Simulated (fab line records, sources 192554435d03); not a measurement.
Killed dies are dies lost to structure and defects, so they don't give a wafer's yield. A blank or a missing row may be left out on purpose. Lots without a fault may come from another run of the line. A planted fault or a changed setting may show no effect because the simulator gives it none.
Split-lot experiment | flow n5_finfet | 7 lots, 21 wafers read, on a route of 1938 steps

THE SPLIT
At N5_WELL_APT_COAT_02 (resist thk 950 nm), the setting spin_rpm was moved away from the recipe's 1357 rpm on 8 of the 21 wafers read, by -11.0% to +3.2%. The other wafers ran this setting at the recipe's value.

The reading is taken at the split's own step.

THE READING
coat_of_WELL_APT_COAT_02.thk_nm (the simulator's own value, which no gauge read), in nm, at N5_WELL_APT_COAT_02 (resist thk 950 nm). The file gives no usual value for it. The 13 wafers here that ran the recipe average 951.8 nm, standard deviation 2.5 nm.

wafer  | tool, chamber at the split | spin_rpm as run, rpm | against the recipe | coat_of_WELL_APT_COAT_02.thk_nm, nm | against lot-mates on the recipe
L074.4 | litho_track-02, 0          | 1299                 | -4.3%              | 975.6                               | +17.3
L074.5 | litho_track-02, 0          | 1299                 | -4.3%              | 979.7                               | +21.4
L074.6 | litho_track-02, 0          | 1357                 | recipe             | 958.3                               | -
L080.1 | litho_track-04, 0          | 1259                 | -7.2%              | 988.5                               | +37.7
L080.3 | litho_track-04, 0          | 1259                 | -7.2%              | 987.2                               | +36.4
L080.4 | litho_track-04, 0          | 1357                 | recipe             | 950.8                               | -
L082.1 | litho_track-04, 0          | 1357                 | recipe             | 948.4                               | -
L082.4 | litho_track-04, 0          | 1277                 | -5.9%              | 981.4                               | +31.2
L082.5 | litho_track-04, 0          | 1357                 | recipe             | 952                                 | -
L088.1 | litho_track-02, 0          | 1357                 | recipe             | 955.5                               | -
L088.3 | litho_track-02, 0          | 1238                 | -8.8%              | 997.1                               | +42.8
L088.5 | litho_track-02, 0          | 1357                 | recipe             | 953.2                               | -
L090.2 | litho_track-02, 0          | 1357                 | recipe             | 949.3                               | -
L090.5 | litho_track-02, 0          | 1357                 | recipe             | 950                                 | -
L090.6 | litho_track-02, 0          | 1208                 | -11.0%             | 1006                                | +56.4
L095.2 | litho_track-01, 0          | 1400                 | +3.2%              | 932.4                               | -18.6
L095.3 | litho_track-01, 0          | 1357                 | recipe             | 950.8                               | -
L095.5 | litho_track-01, 0          | 1357                 | recipe             | 951.1                               | -
L096.2 | litho_track-02, 0          | 1357                 | recipe             | 951.9                               | -
L096.5 | litho_track-02, 0          | 1357                 | recipe             | 950.8                               | -
L096.6 | litho_track-02, 0          | 1357                 | recipe             | 951.1                               | -

THE FIT
A straight line over all 21 wafers: coat_of_WELL_APT_COAT_02.thk_nm changes by -5.15 nm for each +1% of spin_rpm; r = -0.99; the points scatter about the line by 2.7 nm.
The same after taking each lot's own level away (the mean of its wafers on the recipe; 21 wafers): -5.1 nm for each +1%; r = -1.00; scatter 1.4 nm.
On that fit, the largest move of spin_rpm shifts the reading by 56 nm.
The lots' own levels span 949.65 to 958.30 nm, that is 3.4 times the standard deviation above.
So the lot-to-lot level changes the slope little: the two slopes agree.
Check: with one of the wafers moved furthest among these (-11.0%) left out of the fit, the line predicts +55.3 nm for it against its lot-mates. It came out at +56.4 nm against them.

OTHER SPLITS ON THESE WAFERS
These wafers also went through other splits before the reading. Each is held against what the fit with the lots' levels taken away leaves over:
other split on the same wafers  | wafers away from the commonest value | r with coat_of_WELL_APT_COAT_02.thk_nm (lot level and that fit taken away)
N5_ZERO_LAYER_EXPOSE_08 dose_mj | 5                                    | +0.08

THE FILE'S OWN FIT
coat_of_WELL_APT_COAT_02.thk_nm changes by -5.08 nm for each +1% of spin_rpm, r = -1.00.
